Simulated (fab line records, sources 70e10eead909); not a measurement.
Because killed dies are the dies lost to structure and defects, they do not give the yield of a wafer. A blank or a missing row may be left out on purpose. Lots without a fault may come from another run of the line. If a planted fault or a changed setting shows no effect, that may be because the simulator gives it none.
fab line records | flow nandHarc
record lots=13 | wafers=38 | lastDay=33
route steps=1302 shown A_SLIT@943 A_WL_FILL@968 END@1302
lots untouched by any fault: they come from a run of this same line in which no faults occurred
startH: the number of hours between the record's first day and the start of the first shown wafer of the lot | waitH: hours since the lot's step before | " unchanged from the row above | L1.1+2: a single row standing in for several wafers | - no value, or no start was given | * or withheld: withheld | < > ~ a bound
route shown NAME@n: NAME is a module with steps in the file, n the number in the route of the first one | usual: mean/standard deviation taken from wafers without a fault | same: alike in all rows | chamber/n: place in a boat | sites: per-site readings | _std_site: their standard deviation | _edge_site: mean of outer sites minus mean of inner sites | radiusMm: for every site, how far away it sits from the centre of the wafer | mask NAME#n: copy n | behind: tool/chamber where the wafer was last shaped | hold: reason for holding the lot/hours on hold/outcome of the hold | device: transistor that didn't switch, given as n, p or np | end of line: at the end of the route, the tests of the same wafers | step lacking rows: just its recipe | killed: count of dies lost to structure and defects at first sort (not the wafer's yield) | map: per-die view of a wafer (x killed, . not killed, _ where there is no die)
set.NAME: the setting the step ran with; set.NAME@STEP: the setting that earlier step ran with | model.NAME: the simulator's own value behind a step, which no gauge read
the route's steps for a sample of lots (tables are steps, rows are wafers)
services: from which hour (startH, from the record's first day; less than 0 if before it) a tool's chamber was out of use, for how many hours, and why
## steps
# step NHARC_A_SLIT_STRIP_18
# recipe o2FlowSccm=500 | arFlowSccm=0 | biasW=0 | chemistry=O2
# usual drypumpMotorCurrentA=5.6/0.39 | oesProductAu=1.000/0.01 | rfVppV=57.7/0.93 | showerheadPlenumPTorr=3.50/0.14 | throttleValvePct=17.037/0.0089
lot.wafer | tool       | chamber | startH | waitH | drypumpMotorCurrentA | oesProductAu | rfHoursCounterH | rfVppV | showerheadPlenumPTorr | throttleValvePct
L467.2    | rieDiel-07 | 0       | -      | -     | 5.7                  | 0.995        | 11.2            | 56.1   | 3.32                  | 17.026
L467.1    | "          | 2       | "      | "     | 5.7                  | 0.974        | 10.3            | 56.9   | 3.61                  | 17.046
L467.5    | "          | 1       | "      | "     | 5.3                  | 0.999        | -               | 58.1   | 3.58                  | 17.044
L474.3    | rieDiel-12 | 0       | -      | -     | 4.8                  | 1.012        | 4.6             | 57.5   | 3.59                  | 17.035
L474.2    | "          | 1       | "      | "     | 6.1                  | 0.990        | 6.0             | 57.3   | 3.31                  | 17.026
L475.2    | rieDiel-07 | 2       | -      | -     | 5.7                  | 0.985        | 4.4             | 57.4   | 3.60                  | 17.029
L475.4    | "          | 3       | "      | "     | 5.9                  | 0.995        | 4.3             | 56.2   | 3.30                  | 17.037
L475.6    | "          | 1       | "      | "     | 5.4                  | 0.985        | -               | 56.7   | 3.58                  | 17.036
L480.1    | rieDiel-04 | 1       | -      | -     | 5.6                  | 0.996        | 4.7             | 58.9   | 3.64                  | 17.047
L480.4    | "          | 3       | "      | "     | 5.8                  | 1.021        | -               | 57.0   | 3.50                  | 17.046
L480.6    | "          | 1       | "      | "     | 5.6                  | 1.002        | -               | 57.8   | 3.64                  | 17.046
L481.3    | rieDiel-12 | 1       | -      | -     | 6.1                  | 0.991        | 9.7             | 55.2   | 3.31                  | 17.022
L481.2    | "          | 2       | "      | "     | 5.6                  | 0.996        | 9.5             | 58.6   | 3.34                  | 17.025
L481.5    | "          | 2       | "      | "     | 5.6                  | 1.003        | -               | 58.3   | 3.34                  | 17.041
L484.1    | rieDiel-07 | 2       | -      | -     | 5.7                  | 0.979        | 7.9             | 56.9   | 3.60                  | 17.055
L484.5    | "          | 3       | "      | "     | 5.8                  | 0.982        | -               | 56.8   | 3.30                  | 17.035
L484.6    | "          | 0       | "      | "     | 5.7                  | 0.994        | -               | 57.7   | 3.31                  | 17.041
L482.2    | rieDiel-04 | 3       | -      | -     | 5.7                  | 1.021        | 6.1             | 57.4   | 3.50                  | 17.026
L482.3    | "          | 0       | "      | "     | 6.1                  | 0.989        | 5.0             | 58.5   | 3.72                  | 17.023
L482.5    | "          | 3       | "      | "     | 5.8                  | 1.015        | -               | 56.9   | 3.50                  | 17.045
L483.2    | rieDiel-07 | 0       | -      | -     | 5.7                  | 0.999        | 8.4             | 57.7   | 3.31                  | 17.026
L483.3    | "          | 2       | "      | "     | 5.7                  | 0.977        | 9.5             | 58.1   | 3.60                  | 17.032
L483.5    | "          | 0       | "      | "     | 5.7                  | 0.997        | -               | 56.9   | 3.31                  | 17.030
L485.1    | rieDiel-04 | 1       | -      | -     | 5.5                  | 1.003        | 6.4             | 59.4   | 3.64                  | 17.045
L485.6    | "          | 0       | "      | "     | 6.1                  | 0.989        | -               | 57.5   | 3.72                  | 17.029
L485.5    | "          | 1       | "      | "     | 5.5                  | 0.999        | -               | 58.1   | 3.64                  | 17.035
L486.2    | rieDiel-04 | 0       | -      | -     | 6.2                  | 0.984        | 6.4             | 58.8   | 3.72                  | 17.019
L486.3    | "          | 2       | "      | "     | 5.4                  | 1.015        | 7.7             | 58.7   | 3.60                  | 17.052
L486.1    | "          | 3       | "      | "     | 5.8                  | 1.007        | 7.6             | 58.6   | 3.50                  | 17.033
L487.2    | rieDiel-12 | 0       | -      | -     | 4.8                  | 1.003        | 1.9             | 57.1   | 3.58                  | 17.043
L487.4    | "          | 1       | "      | "     | 6.2                  | 0.995        | 1.9             | 57.9   | 3.31                  | 17.038
L487.5    | "          | 0       | "      | "     | 4.8                  | 1.002        | -               | 59.4   | 3.58                  | 17.036
L488.4    | rieDiel-12 | 0       | -      | -     | 4.8                  | 1.009        | 2.2             | 58.6   | 3.58                  | 17.038
L488.3    | "          | 3       | "      | "     | 5.5                  | 0.989        | 2.8             | 57.5   | 3.46                  | 17.044
L488.6    | "          | 1       | "      | "     | 6.2                  | 0.993        | -               | 57.8   | 3.31                  | 17.048
L490.1    | rieDiel-12 | 1       | -      | -     | 6.1                  | 0.998        | 3.9             | 56.4   | 3.31                  | 17.033
L490.2    | "          | 3       | "      | "     | 5.5                  | 0.980        | 3.9             | 59.1   | 3.46                  | 17.040
L490.6    | "          | 2       | "      | "     | 5.6                  | 0.995        | -               | 57.5   | 3.34                  | 17.025
# step NHARC_A_SLIT_CD_MEAS_21
# usual cdNm=289.6/0.76
lot.wafer | tool     | chamber | startH | waitH | cdNm
L467.1    | cdSem-03 | -       | 456.73 | -     | 289.6
L467.2    | "        | -       | "      | "     | 289.6
L467.5    | "        | -       | "      | "     | 290.5
L474.2    | cdSem-01 | -       | 525.96 | -     | 289.1
L474.3    | "        | -       | "      | "     | 289.0
L475.2    | cdSem-02 | -       | 551.77 | -     | 289.1
L475.4    | "        | -       | "      | "     | 290.2
L475.6    | "        | -       | "      | "     | 289.7
L480.1    | cdSem-02 | -       | 582.31 | -     | 289.7
L480.4    | "        | -       | "      | "     | 290.0
L480.6    | "        | -       | "      | "     | 288.6
L481.2    | cdSem-03 | -       | 603.23 | -     | 290.9
L481.3    | "        | -       | "      | "     | 289.5
L481.5    | "        | -       | "      | "     | 289.6
L484.1    | cdSem-01 | -       | 618.58 | -     | 289.3
L484.5    | "        | -       | "      | "     | 289.8
L484.6    | "        | -       | "      | "     | 289.4
L482.2    | cdSem-01 | -       | 631.05 | -     | 290.3
L482.3    | "        | -       | "      | "     | 290.6
L482.5    | "        | -       | "      | "     | 290.3
L483.2    | cdSem-01 | -       | 631.54 | -     | 288.8
L483.3    | "        | -       | "      | "     | 288.6
L483.5    | "        | -       | "      | "     | 287.6
L485.1    | cdSem-01 | -       | 634.90 | -     | 290.4
L485.5    | "        | -       | "      | "     | 289.8
L485.6    | "        | -       | "      | "     | 290.5
L486.1    | cdSem-02 | -       | 647.63 | -     | 290.7
L486.2    | "        | -       | "      | "     | 289.8
L486.3    | "        | -       | "      | "     | 290.3
L487.2    | cdSem-01 | -       | 654.92 | -     | 288.1
L487.4    | "        | -       | "      | "     | 288.2
L487.5    | "        | -       | "      | "     | 287.3
L488.3    | cdSem-01 | -       | 675.58 | -     | 289.7
L488.4    | "        | -       | "      | "     | 289.7
L488.6    | "        | -       | "      | "     | 290.6
L490.1    | cdSem-01 | -       | 689.54 | -     | 290.3
L490.2    | "        | -       | "      | "     | 289.2
L490.6    | "        | -       | "      | "     | 290.3
# step NHARC_A_WL_FILL_ETCHBACK_17
# recipe targetDepthA=40 | timeS=26.7 | chemistry=Cl2/BCl3
# usual drypumpMotorCurrentA=5.4/0.45 | oesProductAu=1.000/0.0082 | runLengthS=48.2/0.38
lot.wafer | tool        | chamber | startH | waitH | drypumpMotorCurrentA | oesProductAu | rfHoursCounterH | runLengthS
L467.2    | rieMetal-02 | 1       | 478.28 | -     | 5.2                  | 0.989        | 0.7             | 47.7
L467.1    | "           | 0       | "      | "     | 5.9                  | 1.002        | 0.7             | 48.0
L467.5    | "           | 0       | "      | "     | 5.9                  | 1.002        | -               | 48.3
L474.2    | rieMetal-01 | 1       | 546.68 | -     | 5.1                  | 1.004        | 2.5             | 46.5
L474.3    | "           | 1       | "      | "     | 5.1                  | 1.005        | -               | 48.8
L475.2    | rieMetal-02 | 0       | 572.50 | -     | 5.9                  | 1.007        | 2.6             | 48.0
L475.4    | "           | 0       | "      | "     | 5.9                  | 1.000        | -               | 48.4
L475.6    | "           | 1       | "      | "     | 5.2                  | 0.999        | -               | 48.0
L480.1    | rieMetal-02 | 1       | 599.14 | -     | 5.2                  | 1.003        | 3.5             | 47.7
L480.4    | "           | 1       | "      | "     | 5.2                  | 1.014        | -               | 47.4
L480.6    | "           | 0       | "      | "     | 6.0                  | 1.006        | -               | 48.0
L481.2    | rieMetal-01 | 1       | 621.61 | -     | 5.1                  | 1.003        | 0.6             | 48.3
L481.3    | "           | 1       | "      | "     | 5.1                  | 1.013        | -               | 48.2
L481.5    | "           | 1       | "      | "     | 5.0                  | 1.005        | -               | 48.9
L484.1    | rieMetal-03 | 0       | 636.69 | -     | 6.2                  | 0.997        | 1.7             | 48.6
L484.5    | "           | 1       | "      | "     | 6.0                  | 0.991        | -               | 48.3
L484.6    | "           | 0       | "      | "     | 6.2                  | 0.989        | -               | 48.5
L483.2    | rieMetal-01 | 0       | 649.24 | -     | 5.2                  | 1.004        | 0.9             | 48.6
L483.3    | "           | 0       | "      | "     | 5.2                  | 1.004        | -               | 48.6
L483.5    | "           | 1       | "      | "     | 5.0                  | 1.006        | -               | 48.5
L482.2    | rieMetal-03 | 0       | 649.29 | -     | 6.2                  | 0.987        | 2.0             | 48.6
L482.3    | "           | 0       | "      | "     | 6.2                  | 1.006        | -               | 48.3
L482.5    | "           | 1       | "      | "     | 6.0                  | 0.982        | -               | 48.8
L485.1    | rieMetal-01 | 0       | 653.60 | -     | 5.2                  | 1.002        | 0.9             | 48.2
L485.6    | "           | 0       | "      | "     | 5.2                  | 0.997        | -               | 48.0
L485.5    | "           | 1       | "      | "     | 5.0                  | 1.004        | -               | 48.2
L486.1    | rieMetal-01 | 0       | 669.44 | -     | 5.2                  | 0.994        | 1.0             | 48.7
L486.2    | "           | 1       | "      | "     | 5.1                  | 1.003        | 1.0             | 48.0
L486.3    | "           | 0       | "      | "     | 5.2                  | 1.002        | -               | 48.3
L487.2    | rieMetal-01 | 0       | 674.85 | -     | 5.2                  | 0.988        | 1.0             | 48.5
L487.4    | "           | 1       | "      | "     | 5.1                  | 0.980        | -               | 48.4
L487.5    | "           | 0       | "      | "     | 5.2                  | 1.001        | -               | 48.2
L488.3    | rieMetal-01 | 0       | 695.86 | -     | 5.2                  | 0.997        | -               | 48.0
L488.4    | "           | 1       | "      | "     | 5.0                  | 1.009        | -               | 48.1
L488.6    | "           | 0       | "      | "     | 5.2                  | 1.000        | -               | 48.0
L490.2    | rieMetal-03 | 1       | 709.38 | -     | 6.0                  | 0.989        | 0               | 48.4
L490.1    | "           | 0       | "      | "     | 6.2                  | 0.988        | 0               | 48.8
L490.6    | "           | 1       | "      | "     | 6.0                  | 0.989        | -               | 48.6
# step NHARC_A_WL_FILL_INSPECT_15
# usual rawDefectCount=476/140
lot.wafer | tool             | chamber | startH | waitH | rawDefectCount
L467.1    | defectInspect-01 | -       | 484.69 | 0.0   | 429
L467.2    | "                | -       | "      | "     | 479
L467.5    | "                | -       | "      | "     | 420
L474.2    | defectInspect-01 | -       | 552.91 | 0.0   | 466
L474.3    | "                | -       | "      | "     | 462
L475.2    | defectInspect-01 | -       | 581.49 | 0.1   | 472
L475.4    | "                | -       | "      | "     | 399
L475.6    | "                | -       | "      | "     | 444
L480.1    | defectInspect-02 | -       | 605.41 | 0.0   | 657
L480.4    | "                | -       | "      | "     | 365
L480.6    | "                | -       | "      | "     | 384
L481.2    | defectInspect-01 | -       | 628.04 | 0.0   | 398
L481.3    | "                | -       | "      | "     | 320
L481.5    | "                | -       | "      | "     | 332
L484.1    | defectInspect-01 | -       | 643.66 | 0.0   | 604
L484.5    | "                | -       | "      | "     | 562
L484.6    | "                | -       | "      | "     | 545
L483.2    | defectInspect-01 | -       | 655.57 | 0.0   | 412
L483.3    | "                | -       | "      | "     | 530
L483.5    | "                | -       | "      | "     | 630
L482.2    | defectInspect-01 | -       | 655.73 | 0.0   | 285
L482.3    | "                | -       | "      | "     | 304
L482.5    | "                | -       | "      | "     | 295
L485.1    | defectInspect-01 | -       | 659.84 | 0.0   | 400
L485.5    | "                | -       | "      | "     | 341
L485.6    | "                | -       | "      | "     | 435
L486.1    | defectInspect-01 | -       | 675.79 | 0.0   | 372
L486.2    | "                | -       | "      | "     | 516
L486.3    | "                | -       | "      | "     | 504
L487.2    | defectInspect-01 | -       | 681.21 | 0.0   | 573
L487.4    | "                | -       | "      | "     | 636
L487.5    | "                | -       | "      | "     | 524
L488.3    | defectInspect-01 | -       | 702.93 | 0.0   | 338
L488.4    | "                | -       | "      | "     | 318
L488.6    | "                | -       | "      | "     | 291
L490.1    | defectInspect-02 | -       | 715.75 | 0.0   | 356
L490.2    | "                | -       | "      | "     | 432
L490.6    | "                | -       | "      | "     | 574
# step NHARC_END_SORT_01
# recipe tempC=25
# usual killedAtArray=59/16 | killedAtOther=0.8/1.1 | killedAtPeriphery=3.6/2.4 | killedDies=64/16 | killedOpen=3.4/1.8 | killedShort=2.5/1.6
# same grossDies=677
lot.wafer | tool      | chamber | startH | waitH | killedAtArray | killedAtOther | killedAtPeriphery | killedDies | killedOpen | killedShort
L474.2    | prober-01 | 0       | 632.18 | 2.8   | 57            | 0             | 1                 | 58         | 1          | 5
L480.1    | prober-02 | 0       | 682.34 | 2.5   | 38            | 0             | 5                 | 43         | 2          | 3
L480.4    | prober-02 | 0       | 684.71 | 3.4   | 46            | 1             | 7                 | 54         | 3          | 3
L480.6    | prober-02 | 0       | 686.28 | 3.9   | 54            | 0             | 7                 | 61         | 5          | 4
L481.2    | prober-01 | 0       | 709.41 | 2.8   | 40            | 0             | 4                 | 44         | 4          | 1
L481.3    | prober-01 | 0       | 710.21 | 3.1   | 38            | 0             | 7                 | 45         | 3          | 0
L481.5    | prober-01 | 0       | 711.83 | 3.7   | 51            | 0             | 7                 | 58         | 5          | 6
L484.1    | prober-02 | 0       | 725.17 | 2.5   | 47            | 2             | 1                 | 50         | 2          | 1
L482.2    | prober-01 | 0       | 742.41 | 2.8   | 46            | 1             | 2                 | 49         | 4          | 2
L482.3    | prober-01 | 0       | 743.22 | 3.1   | 51            | 0             | 5                 | 56         | 3          | 4
L482.5    | prober-01 | 0       | 744.83 | 3.7   | 50            | 0             | 3                 | 53         | 6          | 2
L487.2    | prober-01 | 0       | 764.27 | 2.8   | 53            | 0             | 3                 | 56         | 3          | 2
L487.4    | prober-01 | 0       | 765.85 | 3.4   | 62            | 0             | 1                 | 63         | 5          | 3
L487.5    | prober-01 | 0       | 766.64 | 3.7   | 71            | 0             | 0                 | 71         | 3          | 3
L488.3    | prober-02 | 0       | 781.13 | 3.1   | 48            | 2             | 10                | 60         | 2          | 2
L488.4    | prober-02 | 0       | 781.94 | 3.5   | 50            | 4             | 4                 | 58         | 4          | 1
L488.6    | prober-02 | 0       | 783.58 | 4.1   | 44            | 2             | 5                 | 51         | 1          | 1
# killed by level:class
L474.2 A_CHANNEL_HOLE_D2:chamberFilmFlake=38 A_CHANNEL_HOLE_D1:chamberFilmFlake=5 A_CONTACT:chamberFilmFlake=5 A_STAIRCASE:chamberFilmFlake=2 P_M0:geometricParticle:short=1 A_SOURCE_PLATE:geometricParticle:open=1 A_SOURCE_PLATE:geometricParticle:short=1 A_ONON_D1:geometricParticle:short=1
L480.1 A_SLIT:chamberFilmFlake=25 A_CHANNEL_HOLE_D1:chamberFilmFlake=5 P_STI:chamberFilmFlake=4 A_CONTACT:chamberFilmFlake=3 P_M0:geometricParticle:open=1 A_ONON_D1:geometricParticle:short=1 A_DECK1_JOINT:geometricParticle:short=1 A_CHANNEL_FILL_D2:geometricParticle:short=1
L480.4 A_SLIT:chamberFilmFlake=29 A_CHANNEL_HOLE_D1:chamberFilmFlake=6 P_STI:chamberFilmFlake=4 A_CONTACT:chamberFilmFlake=3 P_M0:geometricParticle:open=2 A_CHANNEL_FILL_D1:chamberFilmFlake=2 A_STAIRCASE:chamberFilmFlake=2 A_BLC:geometricParticle:short=1
L480.6 A_SLIT:chamberFilmFlake=34 A_CHANNEL_HOLE_D1:chamberFilmFlake=6 P_STI:chamberFilmFlake=5 A_CONTACT:chamberFilmFlake=4 A_CHANNEL_HOLE_D1:geometricParticle:short=2 P_M0:geometricParticle:open=1 P_BONDPAD:geometricParticle:short=1 A_CHANNEL_FILL_D1:geometricParticle:open=1
L481.2 A_CHANNEL_HOLE_D2:chamberFilmFlake=21 A_CHANNEL_HOLE_D1:chamberFilmFlake=5 P_CONTACT:chamberFilmFlake=3 A_CHANNEL_FILL_D2:chamberFilmFlake=3 A_SLIT:chamberFilmFlake=3 A_ONON_D2:geometricParticle:short=1 A_CHANNEL_HOLE_D2:geometricParticle:open=1 A_CHANNEL_FILL_D2:geometricParticle:open=1
L481.3 A_CHANNEL_HOLE_D2:chamberFilmFlake=19 A_CHANNEL_HOLE_D1:chamberFilmFlake=5 A_SLIT:chamberFilmFlake=4 P_CONTACT:chamberFilmFlake=4 A_CHANNEL_FILL_D2:chamberFilmFlake=3 A_BLC:geometricParticle:open=2 P_STI:chamberFilmFlake=2 A_WL_FILL:geometricParticle:open=1
L481.5 A_CHANNEL_HOLE_D2:chamberFilmFlake=22 A_CHANNEL_HOLE_D1:chamberFilmFlake=10 A_CHANNEL_HOLE_D2:geometricParticle:short=4 A_CHANNEL_FILL_D2:chamberFilmFlake=4 P_CONTACT:chamberFilmFlake=3 A_STAIRCASE:chamberFilmFlake=3 A_CHANNEL_FILL_D2:geometricParticle:open=2 P_STI:chamberFilmFlake=2
L484.1 A_CHANNEL_HOLE_D2:chamberFilmFlake=24 A_CHANNEL_HOLE_D1:chamberFilmFlake=12 A_SLIT:chamberFilmFlake=5 A_CONTACT:chamberFilmFlake=2 THIN_TSV:chamberFilmFlake=2 A_CHANNEL_FILL_D1:geometricParticle:short=1 A_ONON_D2:geometricParticle:open=1 A_CHANNEL_FILL_D2:geometricParticle:open=1
L482.2 A_CHANNEL_HOLE_D1:chamberFilmFlake=29 A_CONTACT:chamberFilmFlake=5 A_BLC:geometricParticle:open=2 A_SLIT:chamberFilmFlake=2 A_CHANNEL_FILL_D1:chamberFilmFlake=2 A_ONON_D2:geometricParticle:short=1 A_STAIRCASE:geometricParticle:open=1 A_WL_FILL:geometricParticle:short=1
L482.3 A_CHANNEL_HOLE_D1:chamberFilmFlake=28 A_SLIT:chamberFilmFlake=7 A_CONTACT:chamberFilmFlake=5 P_STI:chamberFilmFlake=3 A_CHANNEL_FILL_D2:chamberFilmFlake=2 P_GATE:geometricParticle:open=1 A_DECK1_JOINT:geometricParticle:short=1 A_CHANNEL_FILL_D2:geometricParticle:short=1
L482.5 A_CHANNEL_HOLE_D1:chamberFilmFlake=31 A_CONTACT:chamberFilmFlake=7 A_SLIT:chamberFilmFlake=6 P_M1:geometricParticle:open=3 A_CHANNEL_FILL_D1:geometricParticle:short=1 A_DECK1_JOINT:geometricParticle:open=1 A_ONON_D2:geometricParticle:short=1 A_CONTACT:geometricParticle:open=1
L487.2 A_CHANNEL_HOLE_D2:chamberFilmFlake=24 A_CHANNEL_HOLE_D1:chamberFilmFlake=14 A_CONTACT:chamberFilmFlake=4 A_SLIT:chamberFilmFlake=3 A_STAIRCASE:chamberFilmFlake=3 P_STI:geometricParticle:short=1 P_M0:geometricParticle:open=1 A_DECK1_JOINT:geometricParticle:open=1
L487.4 A_CHANNEL_HOLE_D2:chamberFilmFlake=27 A_CHANNEL_HOLE_D1:chamberFilmFlake=18 A_STAIRCASE:chamberFilmFlake=5 A_WL_FILL:geometricParticle:short=2 A_M0:geometricParticle:open=2 A_SLIT:chamberFilmFlake=2 A_CONTACT:chamberFilmFlake=2 P_M0:geometricParticle:open=1
L487.5 A_CHANNEL_HOLE_D2:chamberFilmFlake=24 A_CHANNEL_HOLE_D1:chamberFilmFlake=14 A_CONTACT:chamberFilmFlake=10 A_STAIRCASE:chamberFilmFlake=8 A_SLIT:chamberFilmFlake=6 A_WL_FILL:chamberFilmFlake=2 A_CHANNEL_FILL_D1:geometricParticle:short=1 A_DECK1_JOINT:geometricParticle:open=1
L488.3 A_SLIT:chamberFilmFlake=32 P_GATE:chamberFilmFlake=9 A_STAIRCASE:chamberFilmFlake=4 A_CONTACT:chamberFilmFlake=3 A_CHANNEL_HOLE_D1:unspecified=2 A_CHANNEL_HOLE_D2:chamberFilmFlake=2 THIN_TSV:chamberFilmFlake=2 A_CHANNEL_FILL_D1:geometricParticle:short=1
L488.4 A_SLIT:chamberFilmFlake=34 THIN_TSV:chamberFilmFlake=4 P_GATE:chamberFilmFlake=3 A_STAIRCASE:chamberFilmFlake=3 A_BLC:geometricParticle:open=2 A_ZERO_WELL:chamberFilmFlake=2 A_CHANNEL_HOLE_D1:unspecified=2 A_CHANNEL_HOLE_D1:chamberFilmFlake=2
L488.6 A_SLIT:chamberFilmFlake=30 P_GATE:chamberFilmFlake=5 A_CONTACT:chamberFilmFlake=4 A_CHANNEL_HOLE_D1:unspecified=3 A_CHANNEL_HOLE_D1:chamberFilmFlake=2 THIN_TSV:chamberFilmFlake=2 A_CHANNEL_HOLE_D1:geometricParticle:short=1 A_M0:geometricParticle:open=1
## services
tool        | chamber | startH | hours | kind
rieDiel-12  | -       | 445.44 | 9.0   | pm
rieMetal-02 | -       | 454.00 | 9.0   | pm
rieDiel-04  | 3       | 456.52 | 7.1   | repair
rieMetal-03 | -       | 460.93 | 1.6   | repair
rieMetal-03 | -       | 463.08 | 59.6  | repair
rieDiel-04  | -       | 467.46 | 0.2   | repair
rieDiel-07  | -       | 471.20 | 9.0   | pm
rieMetal-02 | 0       | 529.02 | 4.7   | repair
rieDiel-04  | -       | 531.95 | 9.0   | pm
rieMetal-01 | 1       | 569.71 | 6.3   | repair
rieDiel-04  | 0       | 573.94 | 16.9  | repair
rieMetal-01 | -       | 575.00 | 9.0   | pm
rieDiel-12  | -       | 605.10 | 0.8   | repair
rieDiel-12  | 1       | 616.97 | 1.4   | repair
rieDiel-04  | 3       | 621.34 | 4.6   | repair
rieDiel-12  | -       | 622.44 | 9.0   | pm
rieDiel-04  | 2       | 630.77 | 7.8   | repair
rieMetal-02 | -       | 631.00 | 9.0   | pm
rieDiel-04  | -       | 632.94 | 0.5   | repair
rieDiel-07  | -       | 648.20 | 9.0   | pm
rieDiel-07  | 2       | 663.20 | 9.6   | repair
rieDiel-12  | 0       | 667.51 | 3.2   | repair
rieDiel-07  | 1       | 700.58 | 22.8  | repair
rieDiel-04  | -       | 708.95 | 9.0   | pm
## key
firstSign step=NHARC_A_WL_FILL_ETCHBACK_17 | reading=runLengthS | direction=down | sigmas=4.5 | usual=* | struck=*
effect none on later readings
metAt NHARC_A_WL_FILL_ETCHBACK_17
struckLots L474
struckWafers L474.2
testerLeftOut L474
notActingAt NHARC_A_SLIT_STRIP_18,NHARC_A_SLIT_CD_MEAS_21,NHARC_A_WL_FILL_INSPECT_15
fault kind=processParameterDrift | tool=rieMetal-01 | chamber=- | onsetH=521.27 | steps=NHARC_A_WL_FILL_ETCHBACK_17 | channel=timeS | offset=* | shape=step | endH=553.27 | scope=struckWafersOnly | actsIn=* | stated=*
# testerLeftOut: of these lots the tester's yield and bins aren't shown, on N5 and GAA mostly nor the transistor test; their killed dies are dies lost to structure and defects alone, not to doping, threshold or leakage, so they don't give the yield
